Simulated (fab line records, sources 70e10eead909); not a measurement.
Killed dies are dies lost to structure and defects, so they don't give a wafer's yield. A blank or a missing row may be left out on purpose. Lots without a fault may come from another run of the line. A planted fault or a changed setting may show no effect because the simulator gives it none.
Tool commonality check | flow nand_harc | 11 lots, 33 wafers sampled

WHY IT WAS OPENED
At NHARC_P_STI_INSPECT_11 the reading raw_defect_count is flagged on 1 of 11 lots. Wafers without a fault read 6, standard deviation 3.1.
Rule: a lot is flagged when every wafer of it that has a number lies more than 4 standard deviations from that mean, or none has a number. The other lots count as sound.

lot  | measured     | on                | raw_defect_count, wafer by wafer | flag
L331 | day 3 00:49  | defect_inspect-01 | 7 2 3                            |
L333 | day 3 14:44  | defect_inspect-02 | 6 1 3                            |
L334 | day 4 01:10  | defect_inspect-01 | 7 3 4                            |
L338 | day 5 21:08  | defect_inspect-01 | 9 8 6                            |
L339 | day 6 05:17  | defect_inspect-01 | 4 5 5                            |
L341 | day 6 23:54  | defect_inspect-02 | 12 5 7                           |
L344 | day 8 04:58  | defect_inspect-01 | 40 34 59                         | FLAGGED
L346 | day 9 02:22  | defect_inspect-01 | 6 9 4                            |
L352 | day 11 13:16 | defect_inspect-01 | 1 8 4                            |
L353 | day 12 00:35 | defect_inspect-02 | 7 12 10                          |
L354 | day 12 08:59 | defect_inspect-02 | 3 0 2                            |
The numbers of the flagged lots are 44 on average: +38 against the usual, or +12 standard deviations.

WHICH TOOL RAN EACH LOT
The record holds 1 process step before the reading, out of a route of 1302 steps. In each cell: the tool, then ch and the chambers that the sampled wafers went through, then the start.
lot  | flag    | NHARC_P_STI_HM_DEP_30
L331 |         | lpcvd-02 ch 0, day 2 20:43
L333 |         | lpcvd-01 ch 0, day 3 10:35
L334 |         | lpcvd-01 ch 1, day 3 21:03
L338 |         | lpcvd-02 ch 1, day 5 16:54
L339 |         | lpcvd-01 ch 0, day 6 01:07
L341 |         | lpcvd-02 ch 0, day 6 19:39
L344 | FLAGGED | lpcvd-02 ch 0, day 8 00:44
L346 |         | lpcvd-01 ch 1, day 8 22:10
L352 |         | lpcvd-02 ch 1, day 11 09:05
L353 |         | lpcvd-01 ch 0, day 11 20:23
L354 |         | lpcvd-01 ch 1, day 12 04:43
What these steps do:
- NHARC_P_STI_HM_DEP_30: deposits Si3N4, target thk 80 nm, time 873 s.
- NHARC_P_STI_INSPECT_11

FLAGGED OVER TOTAL, TOOL BY TOOL (the gauges that took the reading come last)
step                   | tool              | lots run | flagged | share of the flagged lots | sound lots run after its first flagged lot
NHARC_P_STI_HM_DEP_30  | lpcvd-01          | 6        | 0       | none                      | -
NHARC_P_STI_HM_DEP_30  | lpcvd-02          | 5        | 1       | all                       | 1 (L352)
NHARC_P_STI_INSPECT_11 | defect_inspect-01 | 7        | 1       | all                       | 2 (L346,L352)
NHARC_P_STI_INSPECT_11 | defect_inspect-02 | 4        | 0       | none                      | -

WHAT THE TABLE ALLOWS
2 rows of the table ran every flagged lot: lpcvd-02 at NHARC_P_STI_HM_DEP_30, defect_inspect-01 at NHARC_P_STI_INSPECT_11.
- lpcvd-02 at NHARC_P_STI_HM_DEP_30: 1 of its 5 lots flagged. Sound lots ran on it after the first flagged one (L352), which a lasting fault on the whole tool wouldn't allow.
- defect_inspect-01 at NHARC_P_STI_INSPECT_11: 1 of its 7 lots flagged. Sound lots ran on it after the first flagged one (L346, L352), which a lasting fault on the whole tool wouldn't allow.
No row of the table ran every flagged lot and no sound lot after the first.

WHAT THE SIMULATOR HAD PUT IN
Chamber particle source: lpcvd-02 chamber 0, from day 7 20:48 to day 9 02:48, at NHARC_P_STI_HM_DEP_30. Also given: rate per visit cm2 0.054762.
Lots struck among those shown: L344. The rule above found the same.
